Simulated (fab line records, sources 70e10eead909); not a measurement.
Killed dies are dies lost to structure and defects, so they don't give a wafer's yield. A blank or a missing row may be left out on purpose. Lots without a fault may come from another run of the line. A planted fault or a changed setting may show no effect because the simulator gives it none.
Chamber matching | flow nand_harc | NHARC_A_STAIRCASE_TRIM_12 on rie_diel-10: 4 sister chambers
The step chemistry O2, time 211.2 s. 8 wafers are shown with their chamber, then 10 later ones without.

WAFERS WITH THEIR CHAMBER
wafer  | chamber | drypump_motor_current_A (A) | showerhead_plenum_p_Torr (Torr)
L080.6 | 1       | 6.4                         | 3.61
L083.5 | 1       | 6.4                         | 3.60
L083.6 | 2       | 5.8                         | 3.71
L084.2 | 0       | 5.0                         | 3.56
L085.4 | 0       | 5.0                         | 3.56
L085.5 | 2       | 5.8                         | 3.70
L087.4 | 3       | 5.9                         | 3.41
L087.5 | 3       | 5.8                         | 3.41

WAFERS WITHOUT THEIR CHAMBER
wafer  | drypump_motor_current_A (A) | showerhead_plenum_p_Torr (Torr)
L087.6 | 5.0                         | 3.55
L090.1 | 6.4                         | 3.59
L090.3 | 5.9                         | 3.40
L090.5 | 6.4                         | 3.59
L096.1 | 5.0                         | 3.54
L096.3 | 5.8                         | 3.69
L096.6 | 5.8                         | 3.69
L097.1 | 5.9                         | 3.38
L097.2 | 6.5                         | 3.57
L097.4 | 5.8                         | 3.68

WHICH CHAMBER EACH WENT THROUGH
wafer  | from the rows above | in truth
L087.6 | 0                   | 0
L090.1 | 1                   | 1
L090.3 | 3                   | 3
L090.5 | 1                   | 1
L096.1 | 0                   | 0
L096.3 | 2                   | 2
L096.6 | 2                   | 2
L097.1 | 3                   | 3
L097.2 | 1                   | 1
L097.4 | 2                   | 2
Placed correctly: 10 of 10. Can't be placed from these rows: 0. Placed wrongly: 0.
How it was worked out, from the rows above alone: a wafer's distance from a chamber is the root of the sum, over the readings, of the square of ((its reading less the chamber's mean) divided by the reading's scatter). The wafer belongs to the nearest chamber; if the next one is less than 2 further off, it can't be placed. A chamber's mean is the mean of its shown wafers. The scatter: the root of (the sum of the squares of (reading less its chamber's mean) over the shown wafers, divided by (wafers less chambers)).
